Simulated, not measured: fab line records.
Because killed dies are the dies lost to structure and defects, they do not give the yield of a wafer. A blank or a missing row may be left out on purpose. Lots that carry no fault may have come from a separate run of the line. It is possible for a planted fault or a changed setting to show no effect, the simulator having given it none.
fab line records	flow n5Finfet
record: lots: 9	wafers: 27	lastDay: 18
route steps=1938 shown SDB@363 DUMMY_REMOVAL@382 BEOL_M4@1111
lots untouched by any fault: they come from a run of this same line in which no faults occurred
startH: hours from the record's first day to the start of the lot's first wafer shown	waitH: hours elapsed since this lot's preceding step	" repeats the value in the row above	L1.1+2: a row that stands for several wafers	- no value present, or no start provided	* or withheld: withheld	< > ~ a bound
route shown NAME@n: NAME is a module with steps in the file, n the number in the route of the first one	usual: mean and standard deviation over wafers with no fault	same: alike in all rows	chamber/n: place in a boat	sites: readings site by site	_std_site: their standard deviation	_edge_site: mean of outer sites minus mean of inner sites	radiusMm: how far each site lies from the wafer's centre	mask NAME#n: copy n	behind: the most recent tool/chamber to have shaped the wafer	hold: reason for holding the lot/hours on hold/outcome of the hold	device: transistor that didn't switch, given as n, p or np	end of line: the tests these same wafers got at the end of their route	a step given without rows: its recipe and nothing more	killed: count of dies lost to structure and defects at first sort (not the wafer's yield)	map: a wafer's dies, x killed, . not, _ none there
set.NAME: setting as actually run; set.NAME@STEP: the setting as run at that earlier step	model.NAME: the simulator's own value behind a step, which no gauge read
steps of the route over a sample of lots; a table a step, a row a wafer
services: from which hour (startH, from the record's first day; less than 0 if before it) a tool's chamber was out of use, for how many hours, and why
== steps ==
step: N5_SDB_STRIP_21
recipe: chemistry: CF4	resist: SiARC	powerW: 300	biasPowerW: 75	pressureMtorr: 50	cf4FlowSccm: 150	rfFrequencyHz: 6e+07
usual: chamberPressureMTorr: 50.00/0.042	drypumpMotorCurrentA: 5.7/0.42	oesProductAu: 0.75/0.081	rfVppV: 270.3/1.4	showerheadPlenumPTorr: 1.76/0.054	throttleValvePct: 13.6/0.3
lot.wafer	tool	chamber	startH	waitH	chamberPressureMTorr	drypumpMotorCurrentA	oesProductAu	rfHoursCounterH	rfVppV	showerheadPlenumPTorr	throttleValvePct
L420.1	rieDiel-05	2	83.81	0.0	50.15	5.1	0.73	177	271.0	1.88	13.6
L420.4	"	3	"	"	50.08	5.6	0.67	237	269.9	1.77	13.9
L420.6	"	1	"	"	49.97	6.1	0.92	-	270.2	1.76	13.1
L423.1	rieDiel-04	1	103.92	0.0	50.07	5.2	0.73	162	269.1	1.74	13.4
L423.3	"	2	"	"	50.04	5.8	0.74	155	273.3	1.85	13.7
L423.6	"	0	"	"	49.96	5.6	0.70	-	269.5	1.70	13.5
L424.1	rieDiel-06	3	110.26	0.0	50.01	6.5	0.89	27	269.8	1.74	13.3
L424.2	"	1	"	"	49.98	6.0	0.70	209	269.5	1.78	14.0
L424.5	"	2	"	"	50.05	5.4	0.73	-	269.7	1.71	13.7
L425.3	rieDiel-04	1	118.34	0.0	50.05	5.2	0.73	166	269.8	1.74	13.4
L425.4	"	0	"	"	49.99	5.6	0.68	218	267.6	1.70	13.5
L425.6	"	3	"	"	50.00	5.3	0.92	-	271.3	1.74	13.0
L426.2	rieDiel-06	2	119.88	0.0	50.06	5.5	0.72	174	270.5	1.71	13.7
L426.4	"	2	"	"	49.95	5.4	0.73	-	270.9	1.71	13.7
L426.6	"	3	"	"	49.99	6.5	0.89	-	270.4	1.74	13.3
L427.2	rieDiel-05	2	125.80	0.0	49.99	5.1	0.72	187	271.7	1.88	13.6
L427.3	"	1	"	"	49.99	6.0	0.88	23	270.9	1.75	13.1
L427.4	"	3	"	"	49.97	5.6	0.67	253	269.0	1.77	13.9
L436.1	rieDiel-04	0	182.83	0.0	50.01	5.6	0.68	242	268.5	1.70	13.6
L436.4	"	2	"	"	50.03	5.8	0.73	179	272.8	1.85	13.7
L436.6	"	1	"	"	49.97	5.2	0.71	-	268.5	1.73	13.5
L438.3	rieDiel-05	1	194.41	0.0	50.00	6.1	0.84	48	270.4	1.75	13.2
L438.5	"	1	"	"	50.03	6.0	0.83	-	270.5	1.75	13.2
L438.6	"	0	"	"	49.98	5.7	0.67	-	268.3	1.69	13.9
L440.1	rieDiel-06	3	207.28	0.0	50.05	6.5	0.84	64	270.0	1.73	13.3
L440.5	"	2	"	"	50.01	5.4	0.70	-	269.5	1.70	13.8
L440.6	"	3	"	"	49.97	6.4	0.84	-	270.2	1.73	13.3
step: N5_SDB_HM_OPEN_20
recipe: chemistry: CH3F/O2	target: SiNx	maskMaterial: SOC	targetDepthA: 240	stopOn: poly-Si	overEtchFrac: 0.4	ionEnergyEv: 120	pressureMtorr: 30	sourceW: 395	biasW: 73	Ar_flow_sccm: 150	CH3F_flow_sccm: 30	O2_flow_sccm: 20
usual: chamberPressureMTorr: 30.00/0.034	drypumpMotorCurrentA: 5.7/0.42	oesProductAu: 0.63/0.069	rfVppV: 294/6.7	showerheadPlenumPTorr: 1.96/0.063	throttleValvePct: 16.29/0.26
lot.wafer	tool	chamber	startH	waitH	chamberPressureMTorr	drypumpMotorCurrentA	oesProductAu	rfHoursCounterH	rfVppV	showerheadPlenumPTorr	throttleValvePct
L420.1	rieDiel-05	2	83.83	0.0	30.01	5.1	0.60	177	293	2.09	16.25
L420.4	"	3	"	"	30.02	5.6	0.56	237	285	1.99	16.64
L420.6	"	1	"	"	30.00	6.0	0.76	-	294	1.98	15.98
L423.1	rieDiel-04	1	103.94	0.0	29.97	5.2	0.60	162	292	1.91	15.95
L423.3	"	2	"	"	30.05	5.8	0.62	155	290	2.07	16.40
L423.6	"	0	"	"	29.99	5.6	0.58	-	293	1.91	16.31
L424.1	rieDiel-06	3	110.28	0.0	30.04	6.5	0.76	27	283	1.93	15.99
L424.2	"	1	"	"	30.02	6.0	0.58	209	301	1.96	16.60
L424.5	"	2	"	"	29.99	5.4	0.61	-	309	1.89	16.31
L425.3	rieDiel-04	1	118.36	0.0	29.95	5.2	0.60	166	291	1.91	15.97
L425.4	"	0	"	"	30.02	5.6	0.58	218	291	1.91	16.31
L425.6	"	3	"	"	29.95	5.3	0.77	-	294	1.98	15.93
L426.2	rieDiel-06	2	119.90	0.0	30.07	5.4	0.60	174	308	1.89	16.33
L426.4	"	2	"	"	29.99	5.4	0.62	-	307	1.89	16.32
L426.6	"	3	"	"	30.02	6.5	0.74	-	284	1.93	16.00
L427.2	rieDiel-05	2	125.82	0.0	29.99	5.1	0.59	187	294	2.09	16.28
L427.3	"	1	"	"	29.94	6.0	0.73	23	294	1.97	16.01
L427.4	"	3	"	"	29.94	5.6	0.56	253	285	1.98	16.68
L436.1	rieDiel-04	0	182.85	0.0	30.00	5.6	0.57	242	291	1.91	16.37
L436.4	"	2	"	"	30.02	5.8	0.61	179	291	2.06	16.43
L436.6	"	1	"	"	30.03	5.2	0.61	-	292	1.90	16.02
L438.3	rieDiel-05	1	194.43	0.0	30.01	6.0	0.70	48	294	1.97	16.07
L438.5	"	1	"	"	29.99	6.1	0.71	-	295	1.97	16.08
L438.6	"	0	"	"	29.98	5.7	0.56	-	300	1.90	16.66
L440.1	rieDiel-06	3	207.30	0.0	30.00	6.5	0.69	64	282	1.92	16.07
L440.5	"	2	"	"	29.98	5.5	0.58	-	308	1.88	16.39
L440.6	"	3	"	"	29.99	6.5	0.71	-	283	1.92	16.07
step: N5_SDB_INSPECT_36
recipe: inspectInstrument: darkfield	mode: postCmp
usual: rawDefectCount: 38/17
lot.wafer	tool	chamber	startH	waitH	rawDefectCount
L420.1	defectInspect-01	-	87.54	0.0	30
L420.4	"	-	"	"	28
L420.6	"	-	"	"	29
L423.1	defectInspect-02	-	107.57	0.0	21
L423.3	"	-	"	"	24
L423.6	"	-	"	"	25
L424.1	defectInspect-01	-	113.99	0.0	31
L424.2	"	-	"	"	41
L424.5	"	-	"	"	27
L425.3	defectInspect-01	-	121.98	0.0	42
L425.4	"	-	"	"	53
L425.6	"	-	"	"	52
L426.2	defectInspect-01	-	123.52	0.0	42
L426.4	"	-	"	"	60
L426.6	"	-	"	"	53
L427.2	defectInspect-02	-	129.47	0.0	30
L427.3	"	-	"	"	30
L427.4	"	-	"	"	16
L436.1	defectInspect-01	-	186.51	0.0	22
L436.4	"	-	"	"	29
L436.6	"	-	"	"	29
L438.3	defectInspect-02	-	198.12	0.0	54
L438.5	"	-	"	"	38
L438.6	"	-	"	"	19
L440.1	defectInspect-02	-	210.95	0.0	53
L440.5	"	-	"	"	61
L440.6	"	-	"	"	30
step: N5_DUMMY_REMOVAL_PRECLEAN_08
recipe: chemistry: NF3:NH3	afsCycles: 2	tempC: 30	timeS: 20	sublimationTempC: 180	sublimationTimeS: 60	pressureTorr: 3	rfPowerW: 30
usual: tempC: 29.97/0.11
lot.wafer	tool	chamber	startH	waitH	tempC
L420.1	remotePlasma-02	1	87.80	0.0	29.94
L420.4	"	1	"	"	29.92
L420.6	"	1	"	"	29.75
L423.1	remotePlasma-02	0	107.88	0.0	30.01
L423.3	"	0	"	"	30.07
L423.6	"	0	"	"	30.07
L424.1	remotePlasma-02	0	114.26	0.0	32.47
L424.2	"	0	"	"	32.25
L424.5	"	0	"	"	32.20
L425.3	remotePlasma-02	0	122.35	0.1	32.28
L425.4	"	0	"	"	32.34
L425.6	"	0	"	"	32.17
L426.2	remotePlasma-02	1	123.99	0.1	32.23
L426.4	"	1	"	"	32.49
L426.6	"	1	"	"	32.21
L427.2	remotePlasma-02	1	129.78	0.1	32.31
L427.3	"	1	"	"	32.28
L427.4	"	1	"	"	32.25
L436.1	remotePlasma-02	0	186.89	0.0	30.23
L436.4	"	0	"	"	30.09
L436.6	"	0	"	"	30.06
L438.3	remotePlasma-01	0	198.45	0.1	29.93
L438.5	"	0	"	"	29.81
L438.6	"	0	"	"	30.01
L440.1	remotePlasma-02	1	211.22	0.0	29.98
L440.5	"	1	"	"	30.09
L440.6	"	1	"	"	30.05
step: N5_BEOL_M4_RC_MEAS_101
usual: DIBL_N: 36.0/2.5	DIBL_P: 36.7/3	IOFF_N: 0.16/0.043	IOFF_P: 0.21/0.049	ION_N: 673/15	ION_P: 461/9.8	SS_N: 71.5/0.83	SS_P: 73.4/0.83	VT_N: 250/4	VT_P: -251/4
lot.wafer	tool	chamber	startH	waitH	DIBL_N[mV/V]	DIBL_P[mV/V]	IOFF_N[nA/um]	IOFF_P[nA/um]	ION_N[uA/um]	ION_P[uA/um]	SS_N[mV/dec]	SS_P[mV/dec]	VT_N[mV]	VT_P[mV]
L420.1	prober-02	0	185.75	0.0	40.0	40.1	0.22	0.28	691	467	72.0	73.9	243	-243
L420.4	"	0	"	"	35.5	35.4	0.14	0.20	664	455	71.4	73.4	251	-251
L420.6	"	0	"	"	40.0	41.3	0.24	0.32	700	482	72.0	73.7	242	-243
L423.1	prober-01	0	199.92	0.0	34.7	36.8	0.13	0.22	668	469	71.1	74.0	250	-248
L423.3	"	0	"	"	39.3	41.9	0.24	0.32	697	476	72.0	74.6	244	-243
L423.6	"	0	"	"	35.2	37.8	0.14	0.23	660	461	70.2	74.2	253	-248
L424.1	prober-02	0	212.67	0.0	30.5	32.7	0.10	0.14	645	441	71.2	71.8	255	-257
L424.2	"	0	"	"	31.8	34.8	0.12	0.17	651	453	71.0	72.6	252	-254
L424.5	"	0	"	"	36.5	40.0	0.24	0.26	681	464	73.7	73.7	244	-246
L425.3	prober-01	0	216.36	0.3	38.6	38.2	0.19	0.24	673	462	72.1	74.1	252	-251
L425.4	"	0	"	"	35.2	36.1	0.13	0.19	665	456	71.4	73.2	254	-253
L425.6	"	0	"	"	37.1	38.4	0.16	0.23	664	459	72.0	74.3	252	-250
L426.2	prober-01	0	218.24	0.2	39.4	43.6	0.28	0.32	689	470	72.1	75.1	242	-243
L426.4	"	0	"	"	35.3	35.3	0.17	0.18	666	456	71.2	73.2	249	-253
L426.6	"	0	"	"	33.5	35.9	0.14	0.17	677	463	69.9	72.7	251	-253
L427.2	prober-02	0	220.05	0.2	39.3	38.6	0.18	0.22	668	457	72.7	74.5	251	-250
L427.3	"	0	"	"	37.4	38.1	0.16	0.21	665	455	72.0	73.6	251	-251
L427.4	"	0	"	"	34.5	35.1	0.12	0.18	651	456	70.4	73.3	254	-255
L436.1	prober-02	0	288.27	0.0	33.7	35.3	0.12	0.17	674	458	71.4	72.8	255	-256
L436.4	"	0	"	"	35.5	37.1	0.15	0.19	679	461	71.3	73.7	250	-253
L436.6	"	0	"	"	37.5	38.7	0.17	0.20	666	445	72.2	74.1	253	-252
L438.3	prober-01	0	305.45	0.3	36.2	37.5	0.17	0.23	690	470	71.2	73.6	246	-248
L438.5	"	0	"	"	35.2	35.9	0.15	0.21	686	475	71.5	72.8	250	-248
L438.6	"	0	"	"	38.7	40.4	0.22	0.29	685	466	72.0	74.1	244	-246
L440.1	prober-01	0	325.33	0.0	35.6	36.6	0.14	0.17	672	454	71.1	72.9	252	-256
L440.5	"	0	"	"	37.2	38.3	0.17	0.19	683	463	71.8	73.6	251	-254
L440.6	"	0	"	"	35.3	36.1	0.13	0.16	650	445	70.9	73.2	254	-258
== services ==
tool	chamber	startH	hours	kind
rieDiel-05	2	59.86	3.2	repair
rieDiel-05	-	63.26	0.9	repair
rieDiel-05	2	90.55	4.2	repair
rieDiel-06	0	107.86	29.5	repair
rieDiel-05	2	112.56	7.4	repair
rieDiel-04	2	130.36	10.1	repair
rieDiel-05	3	134.08	65.0	repair
rieDiel-05	1	183.09	9.7	repair
rieDiel-06	0	194.55	-	clean
rieDiel-06	0	194.55	-	consumableReplace:focusRing
rieDiel-06	0	194.55	34.3	scheduledDown
rieDiel-06	0	194.55	34.3	ventCycle
rieDiel-05	0	199.06	-	clean
rieDiel-05	0	199.06	-	consumableReplace:focusRing
rieDiel-05	0	199.06	-	consumableReplace:showerhead
rieDiel-05	0	199.06	18.2	scheduledDown
rieDiel-05	0	199.06	18.2	ventCycle
rieDiel-04	0	205.22	-	clean
rieDiel-04	0	205.22	-	consumableReplace:focusRing
rieDiel-04	0	205.22	-	consumableReplace:showerhead
rieDiel-04	0	205.22	14.1	scheduledDown
rieDiel-04	0	205.22	14.1	ventCycle
rieDiel-05	3	209.61	4.5	repair
== key ==
firstSign: step: N5_DUMMY_REMOVAL_PRECLEAN_08	reading: tempC	direction: up	sigmas: 21	usual: *	struck: *
effect none on later readings
metAt N5_DUMMY_REMOVAL_PRECLEAN_08
struckLots L424,L425,L426,L427
notActingAt N5_SDB_STRIP_21,N5_SDB_HM_OPEN_20,N5_SDB_INSPECT_36
onsetBetween 107.88 114.26
fault: kind: processParameterDrift	tool: remotePlasma-02	chamber: -	onsetH: 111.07	steps: N5_DUMMY_REMOVAL_PRECLEAN_08	channel: tempC	offset: *	shape: step	endH: 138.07	actsIn: *	stated: *
